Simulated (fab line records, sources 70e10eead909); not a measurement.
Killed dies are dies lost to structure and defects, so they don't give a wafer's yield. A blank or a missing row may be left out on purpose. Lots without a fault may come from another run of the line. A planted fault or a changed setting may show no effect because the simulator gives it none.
Problem report in the 8D (eight disciplines) form, filled by code | flow nand_harc | the parts of the form that need people (team, actions taken, sign-off) are left out

1. THE PROBLEM
killed_at_periphery at NHARC_END_SORT_01 reads a mean of 403.3 on 6 wafers of 2 lots; wafers without a fault read 4.1 with a standard deviation of 2.4. That is +99 or more standard deviations from the usual mean.
First seen on wafer L695.1, day 29 04:56, on prober-01. The record holds 18 wafers of 6 lots with a number at this step. Rule for "out", or "out of limits": more than 4 standard deviations from the usual mean. The other wafers with a number count as sound.

2. WHAT IT IS AND WHAT IT IS NOT
question                    | is                                                     | is not
which readings at this step | killed_at_periphery, defect_limited_yield, killed_dies | killed_at_other, killed_open, killed_short
which lots                  | L695, L697                                             | L686, L702, L704, L707
which wafers of those lots  | all that have a number                                 | -
read on which gauges        | prober-01, prober-02                                   | -
when                        | from day 29 04:56                                      | up to then (3 sound wafers); but 9 sound wafers of L702, L704, L707 came after

3. SUSPECTS, AND WHAT RULES EACH OUT
Counting: a tool at a process step up to the reading stays a suspect if it ran every lot that is out and no sound lot after the first of them.
- the gauge at NHARC_END_SORT_01: ruled out. The wafers that are out were read on 2 gauges (prober-01, prober-02).
- cmp-01 at NHARC_P_BONDPAD_CMP_32 (polishes SiCN, target thk 200 nm): kept. It ran every lot that is out, first L695 (day 10 06:19), and no sound lot after that; its last sound lot up to then is L686 (day 6 20:17).
- rie_diel-12 at NHARC_P_BONDPAD_ETCH_37 (etches the open film in N2/H2, target depth 60 nm, overetch 18 nm, time 65.91 s): ruled out as a lasting fault. Sound lots L704, L707 ran on it after its first lot that is out, L695 (day 10 07:27).
- rie_diel-05 at NHARC_P_BONDPAD_ETCH_24 (etches the open film in CF4/N2, target depth 30 nm, time 72.99 s): kept. It ran every lot that is out, first L695 (day 10 13:32), and no sound lot after that. NHARC_P_BONDPAD_ETCH_24 gives no start for some lots, so the hours and the order of its lots are those of NHARC_P_BONDPAD_ACTIVATE_29.
Left after counting: cmp-01 at NHARC_P_BONDPAD_CMP_32, rie_diel-05 at NHARC_P_BONDPAD_ETCH_24.

4. THE CAUSE (what the simulator had put in)
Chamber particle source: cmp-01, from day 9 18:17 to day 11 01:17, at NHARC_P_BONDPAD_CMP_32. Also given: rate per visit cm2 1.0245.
Counting left 2 suspects, and this tool is among them.

5. THE CHAIN OF EFFECTS, in route order
Each row: a reading whose mean over the struck wafers that have a number lies more than 3 standard deviations from the usual. Only readings for which the record gives a usual standard deviation are gone through. hours: the time from each lot's start at the first step in this table that gives one to its start at this step, as a median over the lots. sigmas: the change in usual standard deviations.
hours | step              | reading              | usual  | on struck wafers | change | sigmas
0     | NHARC_END_SORT_01 | defect_limited_yield | 91.1 % | 37.2             | -53.9  | -19
0     | NHARC_END_SORT_01 | killed_at_periphery  | 4.1    | 403.3            | +399.2 | +99 or more
0     | NHARC_END_SORT_01 | killed_dies          | 60     | 425              | +365   | +18

6. WHAT WOULD HAVE CAUGHT IT SOONER
In this record the first reading out of limits at a measuring or inspecting step was taken at day 29 04:56, 467 hours after the fault began at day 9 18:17.
Of the tool readings at NHARC_P_BONDPAD_CMP_32 for which the record gives a usual standard deviation, none was out on any struck wafer, so an alarm limit of 4 standard deviations on them would not have fired.
All the lots that are out (2) had begun NHARC_P_BONDPAD_CMP_32 on cmp-01 by day 29 04:56. A hold on the tool at that time would have spared none of them.
